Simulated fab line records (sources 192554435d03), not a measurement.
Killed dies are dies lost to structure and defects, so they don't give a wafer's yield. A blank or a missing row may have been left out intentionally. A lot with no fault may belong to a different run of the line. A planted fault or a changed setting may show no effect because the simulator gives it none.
Matching of chambers :: flow n5Finfet :: 4 sister chambers for N5_ILD0_CMP_03 on cmp-04
The step polishes, stops on SiNx, t overpolish 1.9 s, target thk 197.38 nm. 8 wafers are shown with their chamber, then 7 later ones without.

## WAFERS PAIRED WITH THEIR CHAMBERS
wafer: L074.2
chamber: 3
timeToEndpointS (s): 72
motorCurrentA (A): 12.6

wafer: L075.5
chamber: 1
timeToEndpointS (s): 64
motorCurrentA (A): 12.6

wafer: L078.4
chamber: 3
timeToEndpointS (s): 72
motorCurrentA (A): 13.2

wafer: L086.2
chamber: 2
timeToEndpointS (s): 69
motorCurrentA (A): 12.7

wafer: L086.3
chamber: 1
timeToEndpointS (s): 65
motorCurrentA (A): 11.9

wafer: L086.6
chamber: 0
timeToEndpointS (s): 74
motorCurrentA (A): 12.7

wafer: L090.2
chamber: 2
timeToEndpointS (s): 70
motorCurrentA (A): 13.2

wafer: L090.4
chamber: 0
timeToEndpointS (s): 73
motorCurrentA (A): 12.5

## WAFERS MISSING THEIR CHAMBER
wafer: L090.6
timeToEndpointS (s): 79
motorCurrentA (A): 13.7

wafer: L095.2
timeToEndpointS (s): 73
motorCurrentA (A): 12.5

wafer: L095.5
timeToEndpointS (s): 76
motorCurrentA (A): 12.8

wafer: L095.6
timeToEndpointS (s): 76
motorCurrentA (A): 12.7

wafer: L097.2
timeToEndpointS (s): 68
motorCurrentA (A): 12.2

wafer: L097.5
timeToEndpointS (s): 69
motorCurrentA (A): 12.2

wafer: L097.6
timeToEndpointS (s): 75
motorCurrentA (A): 12.7

## WHICH CHAMBER EACH ONE RAN IN
wafer: L090.6
from the rows above: 0
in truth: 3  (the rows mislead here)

wafer: L095.2
from the rows above: can't be placed: 0 or 3
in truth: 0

wafer: L095.5
from the rows above: 0
in truth: 0

wafer: L095.6
from the rows above: 0
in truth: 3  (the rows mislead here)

wafer: L097.2
from the rows above: 2
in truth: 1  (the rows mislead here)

wafer: L097.5
from the rows above: 2
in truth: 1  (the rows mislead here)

wafer: L097.6
from the rows above: 0
in truth: 0
Placed correctly: 2 of 7. Unplaceable from these rows: 1, with the true chamber sitting among the candidates in 1. Placed wrongly: 4.
How it was worked out, from the rows above alone: a wafer's distance from a chamber is the root of the sum, over the readings, of the square of ((its reading less the chamber's mean) divided by the reading's scatter). If the next closest chamber is less than 2 further off than the closest, the wafer can't be placed; otherwise it belongs to the closest. A chamber's mean is the mean of its shown wafers. How the scatter is found: for the shown wafers, subtract from each reading the mean of its chamber, square and add these, divide the total by (wafers less chambers), then take the root.
